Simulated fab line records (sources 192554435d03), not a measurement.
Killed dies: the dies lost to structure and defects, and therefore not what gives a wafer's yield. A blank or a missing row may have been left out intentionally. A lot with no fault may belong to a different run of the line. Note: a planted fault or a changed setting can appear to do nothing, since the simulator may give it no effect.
A lot that was struck, set against a sound lot / flow n5Finfet / 45 out of 1938 route steps
Sound: wafers L228.1, L228.4, L228.6. Struck: wafer L237.3. (L237.4 of the same lot was not struck and is left out.) The cause comes at the end.
At each step with rows: each side's tool, then ch and its chambers, then its first start. Under that, the readings that differ: sound wafers / struck wafers / difference of the means / sigmas: that difference in standard deviations of wafers without a fault.
alike: words and numbers the same on both sides, and readings whose means are apart by under 2 such deviations; not compared: readings that were withheld, readings missing a value for some wafer, numbers with overlapping values and no deviation given by the record, and bounds like >300 which may hide the same value.
A row with sigmas, a row that says differs or no value, or rows on one side alone: a step with any of these is where the two part. Non-overlapping numbers with no deviation appear without sigmas and do not part them. A reading that every wafer of one side lacks parts them only if that side has two wafers or more.

first, 2 steps without rows for these wafers: N5_BEOL_M8_SPUTTER_48 (material Cu, target thk 10 nm, time 1.667 s); N5_BEOL_M8_ECD_50 (material Cu, target thk 300 nm).
N5_BEOL_M8_ANNEAL_51: time 90 s.
  sound on rtpAnneal-01 ch 0, day 11 16:44; struck on rtpAnneal-01 ch 0, day 13 15:13
  alike: wafer_temp_C_max
then, 1 step without rows for these wafers: N5_BEOL_M8_CMP_52 (polishes, stops on SiCOH lowk, t overpolish 6.9 s, target thk 80 nm).
N5_BEOL_M8_THK_MEAS_53: measures by xrf.
  sound on filmMetro-01, day 11 17:20; struck on filmMetro-01, day 13 15:43
  alike: M8_THK
then, 1 step without rows for these wafers: N5_BEOL_M8_PRE_CLEAN_55 (time 15 s).
N5_BEOL_M8_DEP_56: deposits SiCN from 3MS/NH3, target thk 10 nm, time 17.5 s.
  sound on pecvd-02 ch 1,2, day 11 17:24; struck on pecvd-02 ch 1, day 13 15:47
  alike: rfFwdPowerW, showerheadPlenumPTorr, throttleValvePct
N5_BEOL_M8_RS_MEAS_57: a four-point-probe measurement.
  sound on filmMetro-01, day 11 17:29; struck on filmMetro-01, day 13 15:51
  alike: M8_RS
N5_BEOL_M8_INSPECT_58: inspects for defects (darkfield).
  sound on defectInspect-02, day 11 17:31; struck on defectInspect-02, day 13 15:53
  alike: rawDefectCount
then, 1 step without rows for these wafers: N5_BEOL_M9_ILD_DEP_00 (deposits SiCOH lowk from DEMS/porogen, target thk 308.51 nm, time 58 s).
N5_BEOL_M9_CURE_71: cures SiCOH lowk, time 240 s.
  sound on uvCure-02 ch 1, day 11 17:40; struck on uvCure-01 ch 1, day 13 16:09
reading=wafer_temp_C_max; sound=387.4 387.8 387.8; struck=386.2; difference=-1.5; sigmas=-3
  alike: lampPowerPct
N5_BEOL_M9_THK_MEAS_01:
  sound on filmMetro-01, day 11 18:10; struck on filmMetro-02, day 13 16:31
  alike: M9_ILD_THK
N5_BEOL_M9_PECVD_70: deposits SiO2 from TEOS/O2, target thk 20 nm, time 22.7 s.
  sound on pecvd-03 ch 1,2, day 11 18:13; struck on pecvd-03 ch 0, day 13 16:32
reading=throttleValvePct (%); sound=21.3 21.2 21.8; struck=23.0; difference=+1.6; sigmas=+2
reading=model.SiO2_of_BEOL_M9_PECVD_70.thkNm (nm); sound=19.4 19.6 20; struck=18.8; difference=-0.9; sigmas=
  alike: heaterPowerW, showerheadPlenumPTorr
  not compared: rfFwdPowerW
then, 9 steps without rows for these wafers: N5_BEOL_M9_HM_DEP_02 (deposits TiN, target thk 20 nm); N5_BEOL_M9_COAT_59 (time 60 s, resist thk 100 nm); N5_BEOL_M9_COAT_60 (time 60 s, resist thk 30 nm); N5_BEOL_M9_COAT_05 (resist thk 90 nm); N5_BEOL_M9_EBR_07; N5_BEOL_M9_SOFTBAKE_06 (time 60 s); N5_BEOL_M9_EXPOSE_08 (exposes mask M9); N5_BEOL_M9_PEB_09 (peb time 60 s); N5_BEOL_M9_DEVELOP_10 (develop time 30 s).
N5_BEOL_M9_CD_MEAS_11: target cd 64.1 nm.
  sound on cdSem-01 ch 0, day 11 19:17; struck on cdSem-03 ch 0, day 13 18:13
  alike: cdNm
N5_BEOL_M9_OVL_MEAS_12:
  sound on overlay-02 ch 0, day 11 19:19; struck on overlay-02 ch 0, day 13 18:15
  alike: M9_OVL
N5_BEOL_M9_INSPECT_13: inspects for defects (brightfield).
  sound on defectInspect-01, day 11 19:20; struck on defectInspect-02, day 13 18:16
  alike: rawDefectCount
then, 4 steps without rows for these wafers: N5_BEOL_M9_DESCUM_16 (chemistry O2, time 7.9 s); N5_BEOL_M9_ETCH_61 (etches SiARC in CF4, target depth 39 nm, time 65 s); N5_BEOL_M9_ETCH_62 (etches SOC in N2/H2, target depth 110 nm, overetch 22 nm, time 165 s); N5_BEOL_M9_STRIP_68 (strips in N2/H2).
N5_BEOL_M9_STRIP_67: strips in CF4.
  sound on rieDiel-05 ch 0,2,3, day 11 19:46; struck on rieDiel-06 ch 1, day 13 18:32
  alike: drypumpMotorCurrentA, oesProductAu, rfVppV, showerheadPlenumPTorr, throttleValvePct
  not compared: rfHoursCounterH
then, 1 step without rows for these wafers: N5_BEOL_M9_HM_OPEN_17 (chemistry Cl2/BCl3, target TiN, target depth 20 nm, overetch 6 nm).
N5_BEOL_M9_STRIP_19: strips in O2.
  sound on rieDiel-06 ch 0,3, day 11 20:01; struck on rieDiel-03 ch 1, day 13 18:41
  alike: drypumpMotorCurrentA, oesProductAu, rfVppV, showerheadPlenumPTorr, throttleValvePct
  not compared: rfHoursCounterH
N5_BEOL_M9_CD_MEAS_18: pitch 140 nm, target cd 70 nm.
  sound on cdSem-02, day 11 20:05; struck on cdSem-03, day 13 18:46
reading=cdNm (nm); sound=69.7 69.7 70.7; struck=71.3; difference=+1.3; sigmas=+2
then, 9 steps without rows for these wafers: N5_BEOL_M9_COAT_63 (time 60 s, resist thk 60 nm); N5_BEOL_M9_COAT_64 (time 60 s, resist thk 12 nm); N5_BEOL_M9_COAT_75 (time 60 s, resist thk 5 nm); N5_BEOL_M9_COAT_22 (resist thk 30 nm); N5_BEOL_M9_EBR_24; N5_BEOL_M9_SOFTBAKE_23 (time 60 s); N5_BEOL_M9_EXPOSE_25 (exposes mask V8); N5_BEOL_M9_PEB_26 (peb time 60 s); N5_BEOL_M9_DEVELOP_27 (develop time 30 s).
N5_BEOL_M9_HM_STRIP_39: strips TiN in peroxide tin strip, target depth 25 nm, time 158 s.
  sound on wetBench-05 ch 2,5,7, day 12 00:16; struck on wetBench-02 ch 5, day 13 21:32
reading=model.SiO2_of_BEOL_M9_PECVD_70.thkNm (nm); sound=19.2 19.6 19.8; struck=18.6; difference=-0.9; sigmas=
N5_BEOL_M9_CMP_52: polishes, stops on SiCOH lowk, t overpolish 7 s, target thk 140 nm.
  sound on cmp-01 ch 0,2,3, day 12 03:55; struck on cmp-01 ch 3, day 13 23:28
reading=barrierFieldEndpointS (s); sound=29.4 29.6 29.5; struck=26.4; difference=-3.1; sigmas=-5
  alike: motorCurrentA
-- a jump in the record: the struck wafers' starts before and after are 2 days apart (it breaks off in module BEOL_M9 and resumes in module PASSIVATION, where the first step shown is number 1936 of the route) --
N5_PASSIVATION_PROBE_49:
  only the struck wafers here have rows in the record (prober-02, day 16 07:13); the sound ones have none

WHERE THEY PART
At N5_BEOL_M9_CURE_71 first; at N5_PASSIVATION_PROBE_49 last (within this record only).

WHY: what had been put in by the simulator
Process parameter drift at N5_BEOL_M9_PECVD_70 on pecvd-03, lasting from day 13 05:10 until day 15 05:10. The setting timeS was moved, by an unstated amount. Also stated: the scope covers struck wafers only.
